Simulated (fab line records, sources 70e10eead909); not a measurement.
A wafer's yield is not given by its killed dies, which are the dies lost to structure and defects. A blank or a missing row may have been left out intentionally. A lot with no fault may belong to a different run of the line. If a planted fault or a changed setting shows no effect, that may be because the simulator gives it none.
fab line records	flow nand_harc
record lots=10	wafers=30	last_day=33
route steps=1302 shown A_CHANNEL_HOLE_D2@584 END@1302
lots untouched by any fault: they come from a run of this same line in which no faults occurred
start_h: hours from the record's first day to the start of the lot's first wafer shown	wait_h: hours from the lot's prior step to this one	" the same as in the row above	L1.1+2: a single row standing in for several wafers	- no value, or no start was given	* or withheld: withheld	< > ~ a bound
route shown NAME@n: a module of which the file shows steps, and the number in the route of the first	usual: the fault-free wafers' mean and standard deviation	same: alike in all rows	chamber/n: place in a boat	sites: each site's reading	_std_site: the standard deviation of these	_edge_site: outer sites' mean less inner sites'	radius_mm: for every site, how far away it sits from the centre of the wafer	mask NAME#n: copy n	behind: the tool/chamber that last shaped the wafer	hold: cause of the lot's hold/its duration in hours/its outcome	device: whichever transistor did not switch (one of n, p or np)	end of line: the tests these same wafers got at the end of their route	step lacking rows: just its recipe	killed: not the wafer's yield, but the dies lost to structure and defects at the first sort	map: a wafer's dies, marking killed ones x, the rest . and places with no die _
set.NAME: the setting the step ran with; set.NAME@STEP: the setting that earlier step ran with	model.NAME: the simulator's own value behind a step, which no gauge read
a sample of lots followed through the steps of the route, with each step as a table and each wafer as a row
services: the hour from which a tool's chamber was out of use, counted from the record's first day as start_h (under 0 if before that day), plus the number of hours and why
## steps
# step NHARC_A_CHANNEL_HOLE_D2_INSPECT_12
# usual raw_defect_count=33/24
lot.wafer	tool	chamber	start_h	wait_h	raw_defect_count
L183.3	defect_inspect-01	-	302.83	0.0	58
L183.4	"	-	"	"	45
L183.5	"	-	"	"	47
L185.1	defect_inspect-02	-	322.66	0.0	11
L185.3	"	-	"	"	8
L185.4	"	-	"	"	6
L187.1	defect_inspect-02	-	334.41	0.0	7
L187.4	"	-	"	"	8
L187.6	"	-	"	"	2
L189.1	defect_inspect-01	-	348.39	0.0	48
L189.2	"	-	"	"	46
L189.3	"	-	"	"	55
L190.1	defect_inspect-02	-	359.31	0.0	6
L190.3	"	-	"	"	13
L190.5	"	-	"	"	5
L191.1	defect_inspect-01	-	372.35	0.0	10
L191.3	"	-	"	"	11
L191.4	"	-	"	"	4
L198.1	defect_inspect-02	-	437.53	0.0	66
L198.2	"	-	"	"	54
L198.6	"	-	"	"	52
L197.3	defect_inspect-01	-	439.30	0.0	13
L197.4	"	-	"	"	16
L197.6	"	-	"	"	15
L200.1	defect_inspect-01	-	463.58	0.0	54
L200.2	"	-	"	"	41
L200.6	"	-	"	"	52
L206.1	defect_inspect-01	-	522.69	0.0	22
L206.4	"	-	"	"	28
L206.6	"	-	"	"	17
# step NHARC_A_CHANNEL_HOLE_D2_ETCH_19
# recipe bias_v=1200	source_w=2500	pressure_mtorr=15	time_s=34.5	ar_flow_sccm=375	c4f8_flow_sccm=28.8	o2_flow_sccm=96.2	temp_c=-20	target_depth_a=*	chemistry=C4F8/O2/Ar
# usual bias_v=1201/12	c4f8_flow_sccm=28.80/0.084	drypump_motor_current_A=5.3/0.46	o2_flow_sccm=96.20/0.29	oes_air_line_au=0.998/0.02	rf_fwd_power_W=2446/12	showerhead_plenum_p_Torr=3.65/0.15	throttle_valve_pct=37.038/0.0087
lot.wafer	tool	chamber	start_h	wait_h	bias_v	c4f8_flow_sccm	drypump_motor_current_A	o2_flow_sccm	oes_air_line_au	rf_fwd_power_W	rf_hours_counter_h	showerhead_plenum_p_Torr	throttle_valve_pct
L183.3	har_etch-02	0	305.28	1.3	1223	28.82	5.0	95.81	1.031	2446	-	3.64	37.033
L183.4	"	1	"	"	1199	29.04	5.9	96.29	1.011	2465	-	3.77	37.035
L183.5	"	0	"	"	1216	28.80	4.9	95.56	1.007	2442	-	3.64	37.047
L185.1	har_etch-01	1	323.90	0.1	1207	28.78	4.8	96.12	1.014	2458	161	3.67	37.020
L185.4	"	1	"	"	1194	28.67	4.8	96.81	0.996	2459	-	3.67	37.030
L185.3	"	0	"	"	1207	28.76	5.6	96.08	0.981	2430	-	3.51	37.054
L187.1	har_etch-02	1	338.91	3.3	1191	28.77	5.9	96.43	0.982	2459	385	3.76	37.037
L187.4	"	1	"	"	1215	28.79	5.9	96.01	0.979	2457	-	3.76	37.017
L187.6	"	0	"	"	1209	28.90	4.9	95.90	0.950	2432	-	3.63	37.033
L189.2	har_etch-01	1	349.84	0.1	1202	28.82	4.8	95.83	0.987	2447	184	3.65	37.043
L189.1	"	0	"	"	1180	28.78	5.6	95.71	0.964	2442	184	3.50	37.046
L189.3	"	1	"	"	1203	28.76	4.8	96.58	1.028	2444	-	3.65	37.048
L190.1	har_etch-01	1	360.78	0.1	1198	28.75	4.7	96.16	0.957	2463	192	3.65	37.037
L190.3	"	0	"	"	1196	28.75	5.6	96.05	0.999	2440	-	3.50	37.038
L190.5	"	1	"	"	1206	28.87	4.7	95.73	0.976	2439	-	3.65	37.042
L191.1	har_etch-01	0	374.70	1.2	1199	28.88	5.6	96.02	1.040	2429	199	3.49	37.049
L191.4	"	1	"	"	1189	28.88	4.8	95.94	0.993	2445	-	3.64	37.057
L191.3	"	0	"	"	1199	29.00	5.6	96.05	1.011	2428	-	3.49	37.034
L198.1	har_etch-01	1	438.77	0.1	1195	28.79	4.7	96.36	0.993	2455	234	3.63	37.050
L198.2	"	0	"	"	1207	28.76	5.7	96.54	1.024	2432	234	3.47	37.045
L198.6	"	1	"	"	1207	28.76	4.8	96.61	1.004	2468	-	3.63	37.052
L197.4	har_etch-02	0	440.78	0.1	1193	28.81	4.9	96.86	0.978	2449	-	3.97	37.045
L197.3	"	1	"	"	1200	28.79	5.8	96.53	1.014	2449	-	3.73	37.041
L197.6	"	1	"	"	1207	28.77	5.8	96.17	0.986	2467	-	3.73	37.038
L200.2	har_etch-02	1	465.93	1.2	1188	28.79	5.9	95.89	0.983	2465	42	3.72	37.033
L200.1	"	0	"	"	1214	28.64	4.9	96.60	0.999	2429	42	3.96	37.037
L200.6	"	1	"	"	1205	28.68	5.9	95.95	1.017	2463	-	3.72	37.024
L206.1	har_etch-02	0	523.95	0.1	1210	28.85	4.9	96.53	0.972	2440	76	3.94	37.033
L206.4	"	0	"	"	1208	28.75	4.9	96.28	0.989	2415	-	3.94	37.041
L206.6	"	1	"	"	1201	28.79	5.9	96.30	0.999	2453	-	3.70	37.029
# step NHARC_A_CHANNEL_HOLE_D2_ETCH_22
# recipe bias_v=3000	source_w=withheld	pressure_mtorr=20	time_s=666.7	ar_flow_sccm=375	c4f8_flow_sccm=89.3	o2_flow_sccm=35.7	temp_c=-20	target_depth_a=16000	chemistry=C4F8/O2/Ar
# usual c4f8_flow_sccm=89.34/0.26	chamber_pressure_mTorr=20.003/0.017	drypump_motor_current_A=5.3/0.46	o2_flow_sccm=35.72/0.12	oes_air_line_au=0.998/0.019	showerhead_plenum_p_Torr=3.61/0.14	throttle_valve_pct=32.154/0.0087
lot.wafer	tool	chamber	start_h	wait_h	c4f8_flow_sccm	chamber_pressure_mTorr	drypump_motor_current_A	o2_flow_sccm	oes_air_line_au	rf_hours_counter_h	showerhead_plenum_p_Torr	throttle_valve_pct
L183.3	har_etch-02	0	306.31	0.4	89.17	19.997	4.9	35.61	1.023	-	3.60	32.155
L183.4	"	1	"	"	89.38	20.024	5.9	35.75	0.980	-	3.73	32.166
L183.5	"	0	"	"	89.16	20.019	4.9	35.85	1.020	-	3.60	32.151
L185.1	har_etch-01	1	324.77	0.4	89.04	20.012	4.8	35.76	1.042	162	3.63	32.161
L185.4	"	1	"	"	89.10	20.004	4.8	35.83	0.978	-	3.63	32.148
L185.3	"	0	"	"	89.59	20.044	5.6	35.80	1.015	-	3.48	32.142
L187.1	har_etch-02	1	339.86	0.4	89.52	20.004	5.9	35.81	0.984	386	3.72	32.155
L187.4	"	1	"	"	89.48	20.013	5.9	35.63	0.986	-	3.72	32.160
L187.6	"	0	"	"	89.21	20.003	4.9	35.89	0.976	-	3.59	32.169
L189.2	har_etch-01	1	350.72	0.4	89.25	19.990	4.8	35.73	0.988	185	3.61	32.161
L189.1	"	0	"	"	89.47	19.988	5.6	35.93	0.991	185	3.47	32.168
L189.3	"	1	"	"	89.62	20.003	4.7	35.83	0.993	-	3.61	32.154
L190.1	har_etch-01	1	361.72	0.4	89.03	19.988	4.8	35.67	0.980	192	3.61	32.163
L190.3	"	0	"	"	89.64	20.007	5.6	35.70	1.015	-	3.46	32.167
L190.5	"	1	"	"	89.32	20.012	4.8	35.86	1.004	-	3.61	32.149
L191.1	har_etch-01	0	375.63	0.4	89.68	19.996	5.6	35.85	1.001	200	3.46	32.151
L191.4	"	1	"	"	89.11	19.998	4.8	35.76	0.975	-	3.61	32.149
L191.3	"	0	"	"	89.29	19.970	5.6	35.79	1.017	-	3.46	32.164
L198.1	har_etch-01	1	439.65	0.4	89.66	19.996	4.8	35.61	0.992	235	3.59	32.152
L198.2	"	0	"	"	89.56	19.992	5.6	35.77	0.962	235	3.44	32.151
L198.6	"	1	"	"	89.39	19.983	4.7	35.68	1.003	-	3.59	32.147
L197.4	har_etch-02	0	441.80	0.4	89.48	20.020	4.9	35.92	1.023	-	3.92	32.158
L197.3	"	1	"	"	89.08	19.997	5.9	35.75	0.998	-	3.69	32.139
L197.6	"	1	"	"	88.92	20.005	5.9	35.74	1.020	-	3.69	32.157
L200.2	har_etch-02	1	466.80	0.4	89.43	19.986	5.8	35.72	1.031	43	3.68	32.157
L200.1	"	0	"	"	89.09	20.006	4.9	35.73	1.008	43	3.91	32.147
L200.6	"	1	"	"	90.00	20.004	5.9	35.85	0.992	-	3.68	32.143
L206.1	har_etch-02	0	524.90	0.4	88.68	20.018	4.9	35.69	0.988	77	3.89	32.154
L206.4	"	0	"	"	89.41	20.002	4.9	35.61	0.987	-	3.89	32.151
L206.6	"	1	"	"	89.26	20.022	5.9	35.78	0.973	-	3.66	32.161
# step NHARC_A_CHANNEL_HOLE_D2_ETCH_44
# recipe target_depth_a=1400	overetch_a=140	time_s=77	ion_energy_ev=100	cf4_flow_sccm=80	o2_flow_sccm=20	ar_flow_sccm=0	rf_w=300	bias_w=100	chemistry=CF4/O2
# usual bias_w=100.02/0.29	cf4_flow_sccm=80.02/0.24	drypump_motor_current_A=5.8/0.48	o2_flow_sccm=20.00/0.064	oes_product_au=0.997/0.012	rf_fwd_power_W=297.2/1.1	rf_vpp_V=197.6/1.6	showerhead_plenum_p_Torr=1.32/0.068	throttle_valve_pct=13.398/0.0095
lot.wafer	tool	chamber	start_h	wait_h	bias_w	cf4_flow_sccm	drypump_motor_current_A	o2_flow_sccm	oes_product_au	rf_fwd_power_W	rf_hours_counter_h	rf_vpp_V	showerhead_plenum_p_Torr	throttle_valve_pct
L183.4	rie_diel-01	0	309.99	0.1	100.67	79.76	6.5	20.04	1.007	294.5	5.7	198.2	1.33	13.397
L183.3	"	2	"	"	100.07	79.85	5.6	19.92	1.005	297.7	6.2	193.8	1.25	13.407
L183.5	"	3	"	"	100.07	79.67	5.2	20.06	0.991	298.1	-	201.5	1.43	13.408
L185.4	rie_diel-01	0	328.62	0.1	100.10	79.81	6.5	19.90	0.989	297.4	6.5	198.3	1.32	13.395
L185.1	"	1	"	"	100.08	79.93	5.7	19.97	0.996	299.3	7.3	196.3	1.26	13.408
L185.3	"	2	"	"	99.97	79.70	5.6	20.06	1.011	297.2	7.3	195.5	1.25	13.384
L187.4	rie_diel-02	3	343.61	0.1	100.13	80.42	5.6	20.02	1.002	295.0	5.0	196.9	1.30	13.398
L187.1	"	1	"	"	99.79	80.26	4.9	19.96	0.984	298.2	4.1	196.2	1.27	13.396
L187.6	"	2	"	"	99.73	79.98	5.7	20.02	1.008	298.6	-	199.4	1.42	13.405
L189.2	rie_diel-01	3	354.58	0.1	-	-	-	-	-	-	-	-	-	-
L189.1	"	0	"	"	-	-	-	-	-	-	-	-	-	-
L189.3	"	1	"	"	-	-	-	-	-	-	-	-	-	-
L190.3	rie_diel-02	3	365.48	0.1	-	-	-	-	-	-	-	-	-	-
L190.1	"	1	"	"	-	-	-	-	-	-	-	-	-	-
L190.5	"	3	"	"	-	-	-	-	-	-	-	-	-	-
L191.3	rie_diel-01	1	379.38	0.1	-	-	-	-	-	-	-	-	-	-
L191.1	"	2	"	"	-	-	-	-	-	-	-	-	-	-
L191.4	"	3	"	"	-	-	-	-	-	-	-	-	-	-
L198.2	rie_diel-13	0	443.54	0.1	100.37	80.00	5.8	20.02	1.011	297.4	5.3	199.6	1.43	13.401
L198.1	"	1	"	"	99.73	79.84	5.9	20.01	1.013	297.7	6.1	197.1	1.33	13.394
L198.6	"	1	"	"	99.69	80.30	5.9	20.00	1.004	297.8	-	198.8	1.33	13.405
L197.3	rie_diel-01	0	445.49	0.1	99.60	79.81	6.5	20.03	1.004	295.5	3.6	199.3	1.32	13.406
L197.4	"	0	"	"	99.50	79.85	6.5	19.93	0.988	296.3	-	199.1	1.32	13.398
L197.6	"	1	"	"	99.77	79.91	5.7	20.01	1.003	298.6	-	196.2	1.26	13.413
L200.1	rie_diel-02	2	470.68	0.1	100.27	80.00	5.7	19.97	0.994	297.0	3.0	201.1	1.42	13.387
L200.2	"	3	"	"	99.87	79.54	5.6	19.95	1.000	293.7	3.0	195.5	1.30	13.393
L200.6	"	0	"	"	100.03	80.19	6.7	19.93	0.974	297.2	-	195.3	1.29	13.389
L206.1	rie_diel-01	2	528.65	0.1	100.33	79.77	5.7	19.98	0.996	297.1	9.2	197.9	1.24	13.390
L206.4	"	3	"	"	99.62	80.12	5.2	20.00	1.012	297.2	9.2	200.3	1.43	13.405
L206.6	"	1	"	"	99.93	80.06	5.7	20.05	1.005	298.2	-	196.4	1.26	13.397
# step NHARC_END_SORT_01
# recipe temp_c=25
# usual killed_at_array=59/17	killed_at_other=0.9/1.6	killed_at_periphery=3.7/2.3	killed_dies=64/17	killed_open=3.3/1.8	killed_short=2.4/1.6
# same gross_dies=677
lot.wafer	tool	chamber	start_h	wait_h	hold	killed_at_array	killed_at_other	killed_at_periphery	killed_dies	killed_open	killed_short
L187.1	prober-02	0	597.23	2.5	-	39	0	4	43	5	3
L187.4	prober-02	0	599.65	3.4	-	50	1	2	53	4	4
L187.6	prober-02	0	601.26	4.0	-	36	0	5	41	2	4
L190.1	prober-02	0	619.66	2.5	await_dispo/0.8h/scrap	670	5	2	677	4	4
L190.3	prober-02	0	621.27	3.1	await_dispo/0.8h/scrap	671	4	2	677	2	2
L190.5	prober-02	0	622.87	3.7	await_dispo/0.8h/scrap	666	8	3	677	5	2
L189.1	prober-01	0	619.72	2.5	await_dispo/3.0h/scrap	672	2	3	677	3	1
L189.2	prober-01	0	620.53	2.8	await_dispo/3.0h/scrap	673	1	3	677	9	2
L189.3	prober-01	0	621.33	3.1	await_dispo/3.0h/scrap	673	1	3	677	8	4
L191.1	prober-02	0	644.72	2.5	await_dispo/2.6h/scrap	671	0	6	677	1	0
L191.3	prober-02	0	646.31	3.1	await_dispo/2.6h/scrap	668	0	9	677	3	5
L191.4	prober-02	0	647.11	3.4	await_dispo/2.6h/scrap	667	0	10	677	3	2
L198.1	prober-01	0	716.15	2.5	-	85	0	1	86	4	2
L198.2	prober-01	0	716.95	2.8	-	82	0	3	85	1	7
L198.6	prober-01	0	720.13	4.0	-	78	0	9	87	2	2
# killed by level:class
L187.1 A_CHANNEL_HOLE_D2:chamber_film_flake=28 P_STI:chamber_film_flake=3 A_CHANNEL_HOLE_D1:chamber_film_flake=2 P_CONTACT:geometric_particle:short=1 A_SOURCE_PLATE:geometric_particle:open=1 A_DECK1_JOINT:geometric_particle:short=1 A_CHANNEL_HOLE_D2:geometric_particle:open=1 A_CHANNEL_FILL_D2:geometric_particle:open=1
L187.4 A_CHANNEL_HOLE_D2:chamber_film_flake=32 A_CHANNEL_HOLE_D1:chamber_film_flake=6 A_SGD_CUT:geometric_particle:short=3 A_CONTACT:chamber_film_flake=3 A_STAIRCASE:chamber_film_flake=2 P_M2:geometric_particle:open=1 A_CHANNEL_FILL_D1:geometric_particle:open=1 A_WL_FILL:geometric_particle:short=1
L187.6 A_CHANNEL_HOLE_D2:chamber_film_flake=27 P_STI:chamber_film_flake=2 A_CHANNEL_HOLE_D1:chamber_film_flake=2 A_CONTACT:chamber_film_flake=2 P_GATE:geometric_particle:short=1 P_M0:geometric_particle:open=1 P_M1:geometric_particle:open=1 A_SOURCE_PLATE:geometric_particle:short=1
L190.1 A_CHANNEL_HOLE_D2:area_etch=623 A_SLIT:chamber_film_flake=23 A_CHANNEL_HOLE_D2:chamber_film_flake=10 THIN_TSV:chamber_film_flake=5 P_M0:geometric_particle:open=2 A_WL_FILL:geometric_particle:short=2 A_STAIRCASE:chamber_film_flake=2 A_CONTACT:chamber_film_flake=2
L189.1 A_CHANNEL_HOLE_D2:area_etch=625 A_CHANNEL_HOLE_D1:chamber_film_flake=25 A_CHANNEL_HOLE_D2:chamber_film_flake=11 A_SLIT:chamber_film_flake=3 A_STAIRCASE:chamber_film_flake=2 A_CONTACT:chamber_film_flake=2 THIN_TSV:chamber_film_flake=2 P_STI:geometric_particle:open=1
L189.2 A_CHANNEL_HOLE_D2:area_etch=623 A_CHANNEL_HOLE_D1:chamber_film_flake=25 A_CHANNEL_HOLE_D2:chamber_film_flake=14 P_CONTACT:geometric_particle:open=3 A_CHANNEL_FILL_D1:geometric_particle:open=2 A_CONTACT:geometric_particle:open=2 A_CHANNEL_FILL_D1:geometric_particle:short=1 A_ONON_D2:geometric_particle:open=1
L190.3 A_CHANNEL_HOLE_D2:area_etch=608 A_SLIT:chamber_film_flake=32 A_CHANNEL_HOLE_D2:chamber_film_flake=13 A_STAIRCASE:chamber_film_flake=6 A_CHANNEL_HOLE_D1:chamber_film_flake=5 THIN_TSV:chamber_film_flake=4 A_CHANNEL_FILL_D1:chamber_film_flake=2 P_CONTACT:geometric_particle:open=1
L189.3 A_CHANNEL_HOLE_D2:area_etch=619 A_CHANNEL_HOLE_D1:chamber_film_flake=29 A_CHANNEL_HOLE_D2:chamber_film_flake=11 A_CHANNEL_FILL_D2:geometric_particle:open=2 A_M1:geometric_particle:open=2 A_CHANNEL_FILL_D2:chamber_film_flake=2 A_CONTACT:chamber_film_flake=2 P_GATE:geometric_particle:open=1
L190.5 A_CHANNEL_HOLE_D2:area_etch=607 A_SLIT:chamber_film_flake=24 A_CHANNEL_HOLE_D2:chamber_film_flake=14 THIN_TSV:chamber_film_flake=8 A_WL_FILL:chamber_film_flake=6 A_STAIRCASE:chamber_film_flake=4 A_CONTACT:chamber_film_flake=4 P_CONTACT:geometric_particle:open=1
L191.1 A_CHANNEL_HOLE_D2:area_etch=632 A_SLIT:chamber_film_flake=20 A_CHANNEL_HOLE_D2:chamber_film_flake=6 A_CHANNEL_HOLE_D1:chamber_film_flake=5 P_BONDPAD:chamber_film_flake=3 A_CHANNEL_FILL_D1:chamber_film_flake=3 P_GATE:chamber_film_flake=2 A_ZERO_WELL:chamber_film_flake=2
L191.3 A_CHANNEL_HOLE_D2:area_etch=595 A_SLIT:chamber_film_flake=34 A_CHANNEL_HOLE_D2:chamber_film_flake=12 A_STAIRCASE:chamber_film_flake=8 P_BONDPAD:chamber_film_flake=5 P_GATE:chamber_film_flake=4 A_CHANNEL_HOLE_D1:chamber_film_flake=4 A_CONTACT:chamber_film_flake=3
L191.4 A_CHANNEL_HOLE_D2:area_etch=601 A_SLIT:chamber_film_flake=36 A_CHANNEL_HOLE_D2:chamber_film_flake=15 A_STAIRCASE:chamber_film_flake=6 P_GATE:chamber_film_flake=5 P_BONDPAD:chamber_film_flake=4 A_CONTACT:chamber_film_flake=2 A_ONON_D1:geometric_particle:short=1
L198.1 A_CHANNEL_HOLE_D1:chamber_film_flake=42 A_CHANNEL_HOLE_D2:chamber_film_flake=19 A_STAIRCASE:chamber_film_flake=7 A_CONTACT:chamber_film_flake=6 A_SLIT:chamber_film_flake=3 A_M0:geometric_particle:open=2 A_WL_FILL:chamber_film_flake=2 A_ONON_D1:geometric_particle:open=1
L198.2 A_CHANNEL_HOLE_D2:chamber_film_flake=23 A_CHANNEL_HOLE_D1:chamber_film_flake=21 A_STAIRCASE:chamber_film_flake=16 A_CONTACT:chamber_film_flake=7 P_GATE:chamber_film_flake=3 A_SLIT:chamber_film_flake=3 A_WL_FILL:geometric_particle:short=2 A_DECK1_JOINT:chamber_film_flake=2
L198.6 A_CHANNEL_HOLE_D1:chamber_film_flake=34 A_CHANNEL_HOLE_D2:chamber_film_flake=21 A_CONTACT:chamber_film_flake=7 A_STAIRCASE:chamber_film_flake=6 P_GATE:chamber_film_flake=4 P_STI:chamber_film_flake=3 A_ZERO_WELL:chamber_film_flake=3 A_SLIT:chamber_film_flake=3
## services
tool	chamber	start_h	hours	kind
rie_diel-13	2	282.16	2.2	repair
rie_diel-02	-	290.20	1.4	repair
rie_diel-13	-	328.33	0.7	repair
rie_diel-01	2	330.61	7.2	repair
rie_diel-13	2	337.86	4.3	repair
rie_diel-13	-	342.49	9.0	pm
rie_diel-02	3	344.88	11.2	repair
rie_diel-01	3	356.74	3.7	repair
rie_diel-13	2	358.59	5.0	repair
rie_diel-13	0	362.91	9.4	repair
rie_diel-13	2	372.04	15.7	repair
rie_diel-02	0	374.45	14.2	repair
har_etch-02	-	377.00	17.0	pm
rie_diel-01	-	380.80	9.0	pm
rie_diel-02	1	386.65	4.8	repair
rie_diel-02	-	393.72	9.0	pm
rie_diel-13	2	403.97	4.4	repair
rie_diel-13	2	437.85	14.3	repair
rie_diel-01	2	444.74	3.6	repair
rie_diel-02	1	446.25	15.4	repair
rie_diel-01	0	463.27	2.8	repair
rie_diel-01	1	493.59	5.4	repair
rie_diel-13	-	519.49	9.0	pm
har_etch-01	-	521.37	3.6	repair
## key
first_sign step=NHARC_A_CHANNEL_HOLE_D2_ETCH_44	reading=tool_record	direction=missing
effect step=NHARC_END_SORT_01	reading=killed_at_array	direction=up	sigmas=37	usual=59	struck=670
more_kills_born_at NHARC_A_CHANNEL_HOLE_D2_ETCH_44@rie_diel-01=3694	NHARC_A_CHANNEL_HOLE_D2_ETCH_44@rie_diel-02=1838
met_at NHARC_A_CHANNEL_HOLE_D2_ETCH_44
struck_lots L189,L190,L191
later_rows_left_out L189.1,L189.2,L189.3,L190.1,L190.3,L190.5,L191.1,L191.3,L191.4
tester_left_out L189,L190,L191
not_acting_at NHARC_A_CHANNEL_HOLE_D2_INSPECT_12,NHARC_A_CHANNEL_HOLE_D2_ETCH_19,NHARC_A_CHANNEL_HOLE_D2_ETCH_22
onset_between 343.61 354.58
fault kind=skipped_step_whole	tool=rie_diel-01,rie_diel-02	chamber=-	onset_h=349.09	steps=NHARC_A_CHANNEL_HOLE_D2_ETCH_44	scope=struck_lots_only
# tester_left_out: of these lots the tester's yield and bins aren't shown, on N5 and GAA mostly nor the transistor test; their killed dies are dies lost to structure and defects alone, not to doping, threshold or leakage, so they don't give the yield
# later_rows_left_out: the simulator's readings of these wafers behind a module that went badly wrong aren't trusted and aren't shown, but for the sort
